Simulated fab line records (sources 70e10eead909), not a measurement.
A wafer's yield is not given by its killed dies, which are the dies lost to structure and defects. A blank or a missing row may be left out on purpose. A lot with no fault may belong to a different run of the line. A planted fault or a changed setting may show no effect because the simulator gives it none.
Which tool was responsible?    flow nand-harc    route of 1159 steps, sampled at 1 step: 6 lots, 18 wafers

== WHAT THE GAUGES SHOWED, per wafer ==
NHARC_A_M1_CD_MEAS_09: target cd 120 nm.
lot   measured      on         cd-nm (nm)
L157  day 18 16:41  cd-sem-02  119.8 119.1 120.4
L158  day 19 11:10  cd-sem-03  119.2 119.5 118.9
L163  day 20 08:55  cd-sem-01  120.2 120.1 119.5
L167  day 21 00:18  cd-sem-02  120.5 120.0 119.9
L173  day 22 21:10  cd-sem-01  119.9 120.1 120.1
L174  day 23 01:55  cd-sem-02  121.0 121.0 120.2

== WHAT TOOL EACH LOT RAN ON (gives the tool, then ch and the chambers of the sampled wafers, and finally the start) ==
The record shows no process step preceding these readings.

== THE ANSWER, worked out from the rows above alone ==
Rule: the usual values come from the lots themselves. Put in order of their means at a reading, lots are off if they are a third of the lots or fewer, leave a main group of 4 or more, and stand apart from it by a gap of 3 or more times the standard deviation of the main group's means; of several such gaps the widest counts. A main group is skipped when, at the precision printed for the reading in the tables above, its means are all equal. Also off: a lot with no number at a reading for which 4 or more lots have one. Any other lot the step has rows for is counted as sound.
Nothing can be told from this: no lot is off at any reading shown.

== WHAT THE SIMULATOR PUT IN ==
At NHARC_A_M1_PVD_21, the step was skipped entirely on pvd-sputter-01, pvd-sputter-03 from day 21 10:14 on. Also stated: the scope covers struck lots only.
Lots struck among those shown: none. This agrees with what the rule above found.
